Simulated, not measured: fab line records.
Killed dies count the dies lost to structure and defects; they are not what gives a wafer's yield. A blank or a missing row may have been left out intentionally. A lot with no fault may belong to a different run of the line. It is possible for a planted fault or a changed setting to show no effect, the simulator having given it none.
8D (eight disciplines) problem report, filled in by code / flow nand_harc / the parts of the form that need people (team, actions taken, sign-off) are left out

1. WHAT IS WRONG
At NHARC_END_SORT_01, killed_at_array averages 671 over 6 wafers from 2 lots, while fault-free wafers read 24, standard deviation 8.7. That is +74 standard deviations from the usual mean.
Earliest sighting: wafer L895.1 on prober-01 at day 21 07:55. The record holds 15 wafers of 5 lots with a number at this step. Rule for "out", or "out of limits": more than 4 standard deviations from the usual mean. All remaining wafers that have a number are taken as sound.

2. WHAT IT IS AND WHAT IT IS NOT
question=which readings at this step | is=killed_at_array, killed_dies | is not=killed_at_other, killed_short
question=which lots | is=L895, L898 | is not=L892, L904, L913
question=which wafers of those lots | is=all that have a number | is not=-
question=read on which gauges | is=prober-01, prober-02 | is not=-
question=when | is=from day 21 07:55 | is not=up to then (3 sound wafers); but 6 sound wafers of L904, L913 came after

3. WHAT RULES OUT EACH SUSPECT
Counting: a tool stays on the suspect list if, at a process step up to the reading, it processed all lots that are out and no sound lot following the first of them.
- the gauge at NHARC_END_SORT_01: ruled out. 2 gauges (prober-01, prober-02) read the wafers that are out.
- rie_metal-01 at NHARC_A_WL_FILL_ETCHBACK_17 (etches the open film in Cl2/BCl3, target depth 4 nm, time 26.7 s): ruled out as a lasting fault. After its first lot that is out, L895 (day 17 04:16), sound lots L904, L913 ran on it.
- cvd_w-02 at NHARC_A_WL_FILL_CVD_20 (deposits W, target thk 75 nm, time 5064 s): ruled out as a lasting fault. After its first lot that is out, L895 (day 17 16:46), sound lots L904 ran on it. NHARC_A_WL_FILL_CVD_20 gives no start for some lots, so the hours and the order of its lots are those of NHARC_A_WL_FILL_CMP_12.
Left after counting: nothing in the record.

4. THE CAUSE (what the simulator had put in)
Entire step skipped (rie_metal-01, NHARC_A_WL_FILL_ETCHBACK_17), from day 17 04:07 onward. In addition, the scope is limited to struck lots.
It was ruled out by counting, in error; the rule expects a fault to strike all lots run on its tool from its start on, and this fault did not.

5. THE CHAIN OF EFFECTS, in route order
Each row: a reading where the mean over the struck wafers with a number is more than 3 standard deviations away from the usual. Scope: only readings with a usual standard deviation given in the record; hours: median across lots of the time from each lot's start at the first step in this table that gives one to its start at this step; sigmas: change in usual standard deviations.
hours=0; step=NHARC_END_SORT_01; reading=killed_at_array; usual=24; on struck wafers=671; change=+647; sigmas=+74
hours=0; step=NHARC_END_SORT_01; reading=killed_dies; usual=28; on struck wafers=677; change=+649; sigmas=+73
Readings that are blank on the struck wafers while sound wafers have them: chamber_pressure_mTorr at NHARC_A_WL_FILL_ETCHBACK_17; drypump_motor_current_A at NHARC_A_WL_FILL_ETCHBACK_17; oes_product_au at NHARC_A_WL_FILL_ETCHBACK_17.

6. HOW IT WOULD HAVE BEEN CAUGHT EARLIER
In this record the first reading out of limits at a measuring or inspecting step was taken at day 21 07:55, 100 hours after the fault began at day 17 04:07.
At NHARC_A_WL_FILL_ETCHBACK_17 the tool's readings are blank on the struck wafers, where sound wafers have them: an empty tool record is the first sign, and it was there at once.
